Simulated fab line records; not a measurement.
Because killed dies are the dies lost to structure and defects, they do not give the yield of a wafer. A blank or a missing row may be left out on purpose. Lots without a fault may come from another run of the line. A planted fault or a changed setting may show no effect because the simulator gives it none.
Chamber matching + flow nandHarc + NHARC_P_M2_DEP_33 on pecvd-01 has 3 sister chambers
The step deposits SiCN, target thk 30 nm. 3 wafers are shown with their chamber, then 7 later ones without.

== WAFERS WITH THEIR CHAMBER ==
| wafer  | chamber | heaterPowerW (W) |
|--------|---------|------------------|
| L617.4 | 1       | 558              |
| L622.1 | 0       | 621              |
| L622.2 | 2       | 463              |

== WAFERS WITH NO CHAMBER GIVEN ==
| wafer  | heaterPowerW (W) |
|--------|------------------|
| L622.4 | 601              |
| L623.3 | 536              |
| L623.5 | 511              |
| L623.6 | 644              |
| L628.1 | 620              |
| L628.2 | 491              |
| L628.6 | 466              |

== WHICH CHAMBER EACH WENT THROUGH ==
| wafer  | from the rows above     | in truth |
|--------|-------------------------|----------|
| L622.4 | can't be placed: 0 or 1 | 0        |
| L623.3 | 1                       | 1        |
| L623.5 | can't be placed: 1 or 2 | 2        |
| L623.6 | 0                       | 0        |
| L628.1 | 0                       | 0        |
| L628.2 | can't be placed: 2 or 1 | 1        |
| L628.6 | 2                       | 2        |
Correct placement for 4 of the 7. From these rows, 3 cannot be placed; in 3 the true chamber is one of the candidates. 0 placed wrongly.
How it was worked out, from the rows above alone: a wafer's distance from a chamber is the root of the sum, over the readings, of the square of ((its reading less the chamber's mean) divided by the reading's scatter). If the next closest chamber is less than 2 further off than the closest, the wafer can't be placed; otherwise it belongs to the closest. The mean given for a chamber averages the wafers shown for that chamber. The scatter: with one shown wafer a chamber, the root of the mean of the squares of how far each hidden wafer lies from its nearest shown one.
